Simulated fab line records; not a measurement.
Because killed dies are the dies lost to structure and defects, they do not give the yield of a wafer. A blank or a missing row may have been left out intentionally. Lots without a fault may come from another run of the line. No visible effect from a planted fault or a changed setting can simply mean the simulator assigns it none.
The tool behind it: which one? | flow nand-harc | 42 wafers from 14 lots sampled at 5 of the route's 1159 steps

WHAT THE GAUGES READ, wafer by wafer
NHARC_END_SORT_01.
lot  | measured     | on        | killed-at-array | killed-at-other | killed-at-periphery | killed-dies | killed-open | killed-short
L324 | day 21 06:13 | prober-01 | 664 31 30       | 0 0 0           | 4 1 6               | 668 32 36   | 1 0 3       | 3 4 0
L326 | day 21 18:20 | prober-01 | 671 33 46       | 0 0 0           | 2 8 3               | 673 41 49   | 2 1 3       | 4 0 3

WHAT TOOL EACH LOT RAN ON (gives the tool, then ch and the chambers of the sampled wafers, and finally the start)
lot  | NHARC_A_CONTACT_DEP_28        | NHARC_A_M1_DEP_33               | NHARC_A_BONDPAD_DEGAS_25     | NHARC_HYBRID_BOND_ACTIVATE_00
L320 | acl-dep-01 ch 0, day 16 16:51 | pecvd-04 ch 0,2, day 18 07:59   | pvd-sputter-02, day 18 10:55 | rie-diel-12 ch 0,2,3, day 18 12:45
L318 | acl-dep-02 ch 0, day 16 17:10 | pecvd-04 ch 1,2, day 18 08:46   | pvd-sputter-01, day 18 11:44 | rie-diel-12 ch 2,3, day 18 13:32
L319 | acl-dep-01 ch 0, day 16 20:27 | pecvd-04 ch 0,1,2, day 18 11:07 | pvd-sputter-01, day 18 14:29 | rie-diel-12 ch 0,2, day 18 16:16
L317 | acl-dep-02 ch 0, day 17 02:00 | pecvd-04 ch 0,2, day 18 11:50   | pvd-sputter-03, day 18 14:46 | rie-diel-12 ch 0,2,3, day 18 16:29
L321 | acl-dep-03 ch 0, day 17 03:25 | pecvd-02 ch 0,1,2, day 18 15:47 | pvd-sputter-03, day 18 18:41 | rie-diel-12 ch 0,3, day 18 20:32
L324 | acl-dep-03 ch 0, day 17 14:44 | pecvd-01 ch 1,2, day 19 05:42   | pvd-sputter-03, day 19 08:37 | rie-diel-12 ch 0,2, day 19 10:21
L326 | acl-dep-03 ch 0, day 18 15:58 | pecvd-04 ch 0,2, day 20 07:28   | pvd-sputter-02, day 20 10:17 | rie-diel-06 ch 0,1, day 20 11:59
L325 | acl-dep-02 ch 0, day 18 16:26 | pecvd-02 ch 0,1,2, day 20 13:16 | pvd-sputter-02, day 20 16:11 | rie-diel-12 ch 1,2, day 20 18:11
L335 | acl-dep-02 ch 0, day 20 16:53 | pecvd-02 ch 0,1,2, day 22 04:58 | pvd-sputter-03, day 22 07:51 | rie-diel-12 ch 1,3, day 22 09:38
L334 | acl-dep-01 ch 0, day 20 17:15 | pecvd-02 ch 0,1,2, day 22 05:48 | pvd-sputter-01, day 22 08:29 | rie-diel-12 ch 1,2,3, day 22 10:23
L339 | acl-dep-03 ch 0, day 21 14:28 | pecvd-04 ch 0,1,2, day 23 07:41 | pvd-sputter-01, day 23 11:05 | rie-diel-12 ch 1,2,3, day 23 12:47
L338 | acl-dep-03 ch 0, day 21 17:28 | pecvd-01 ch 0,1,2, day 23 03:28 | pvd-sputter-03, day 23 06:22 | rie-diel-06 ch 0,2,3, day 23 08:46
L337 | acl-dep-02 ch 0, day 21 18:06 | pecvd-04 ch 0,1,2, day 23 10:22 | pvd-sputter-01, day 23 13:29 | rie-diel-06 ch 0,1,2, day 23 15:11
L340 | acl-dep-03 ch 0, day 22 03:35 | pecvd-04 ch 0,2, day 23 15:38   | pvd-sputter-02, day 23 18:29 | rie-diel-12 ch 0,1,2, day 23 20:13
- NHARC_A_CONTACT_DEP_28: deposits aC, target thk 3600 nm.
- NHARC_A_M1_DEP_33: deposits SiCN, target thk 30 nm.
- NHARC_A_BONDPAD_DEGAS_25: time 60 s.
- NHARC_HYBRID_BOND_ACTIVATE_00: chemistry N2, time 60 s.

AS READ BY THE TOOLS THEMSELVES (means over the sampled wafers that have a number; for cases with no such wafer, the mark the record gives instead)
NHARC_A_CONTACT_DEP_28.
lot  | tool       | throttle-valve-pct (%)
L320 | acl-dep-01 | 35.000
L318 | acl-dep-02 | 34.988
L319 | acl-dep-01 | 35.000
L317 | acl-dep-02 | 34.998
L321 | acl-dep-03 | 35.002
L324 | acl-dep-03 | 34.997
L326 | acl-dep-03 | 34.996
L325 | acl-dep-02 | 34.996
L335 | acl-dep-02 | 35.003
L334 | acl-dep-01 | 34.999
L339 | acl-dep-03 | 34.999
L338 | acl-dep-03 | 35.005
L337 | acl-dep-02 | 34.996
L340 | acl-dep-03 | 34.999

NHARC_A_M1_DEP_33.
lot  | tool     | heater-power-w (W)
L320 | pecvd-04 | 674
L318 | pecvd-04 | 661
L319 | pecvd-04 | 636
L317 | pecvd-04 | 685
L321 | pecvd-02 | 611
L324 | pecvd-01 | 561
L326 | pecvd-04 | 665
L325 | pecvd-02 | 618
L335 | pecvd-02 | 601
L334 | pecvd-02 | 585
L339 | pecvd-04 | 574
L338 | pecvd-01 | 642
L337 | pecvd-04 | 598
L340 | pecvd-04 | 560

NHARC_A_BONDPAD_DEGAS_25.
lot  | tool           | heater-power-w (W)
L320 | pvd-sputter-02 | 460
L318 | pvd-sputter-01 | 448
L319 | pvd-sputter-01 | 471
L317 | pvd-sputter-03 | 423
L321 | pvd-sputter-03 | 420
L324 | pvd-sputter-03 | 462
L326 | pvd-sputter-02 | 550
L325 | pvd-sputter-02 | 478
L335 | pvd-sputter-03 | 453
L334 | pvd-sputter-01 | 508
L339 | pvd-sputter-01 | 470
L338 | pvd-sputter-03 | 444
L337 | pvd-sputter-01 | 455
L340 | pvd-sputter-02 | 476

NHARC_HYBRID_BOND_ACTIVATE_00.
lot  | tool        | drypump-motor-current-A (A) | oes-product-au (a.u.) | rf-vpp-V (V) | showerhead-plenum-p-Torr (Torr)
L320 | rie-diel-12 | 6.2                         | 1.008                 | 64.2         | 1.78
L318 | rie-diel-12 | 6.0                         | 1.007                 | 64.1         | 1.81
L319 | rie-diel-12 | 6.2                         | 1.011                 | 64.6         | 1.80
L317 | rie-diel-12 | 6.1                         | 1.002                 | 63.8         | 1.78
L321 | rie-diel-12 | 6.1                         | 1.020                 | 64.0         | 1.76
L324 | rie-diel-12 | 6.2                         | 1.004                 | 64.8         | 1.77
L326 | rie-diel-06 | 6.0                         | 1.002                 | 63.6         | 1.76
L325 | rie-diel-12 | 5.5                         | 1.012                 | 64.4         | 1.77
L335 | rie-diel-12 | 5.5                         | 1.004                 | 63.0         | 1.75
L334 | rie-diel-12 | 5.8                         | 1.000                 | 63.9         | 1.79
L339 | rie-diel-12 | 5.8                         | 0.997                 | 64.5         | 1.78
L338 | rie-diel-06 | 5.9                         | 1.003                 | 64.3         | 1.75
L337 | rie-diel-06 | 5.8                         | 1.002                 | 64.2         | 1.73
L340 | rie-diel-12 | 5.9                         | 1.005                 | 64.7         | 1.75

THE ANSWER, worked out from the rows above alone
Rule: the usual values come from the lots themselves. Put in order of their means at a reading, lots are off if they are a third of the lots or fewer, leave a main group of 4 or more, and stand apart from it by a gap of 3 or more times the standard deviation of the main group's means; of several such gaps the widest counts. Not used: any main group whose means are identical at the precision the tables above print for the reading. Also off: a lot with no number at a reading for which 4 or more lots have one. The other lots that the step has rows for count as sound. Order of review: gauges by route order, followed by the tools' own readings, for which a lot's mean as printed above is used. The first step at which some lot is off is used, and at that step the reading that is off furthest; a lot without a number counts as furthest.
Nothing can be told from this: no lot is off at any reading shown.

WHAT THE SIMULATOR HAD INSERTED
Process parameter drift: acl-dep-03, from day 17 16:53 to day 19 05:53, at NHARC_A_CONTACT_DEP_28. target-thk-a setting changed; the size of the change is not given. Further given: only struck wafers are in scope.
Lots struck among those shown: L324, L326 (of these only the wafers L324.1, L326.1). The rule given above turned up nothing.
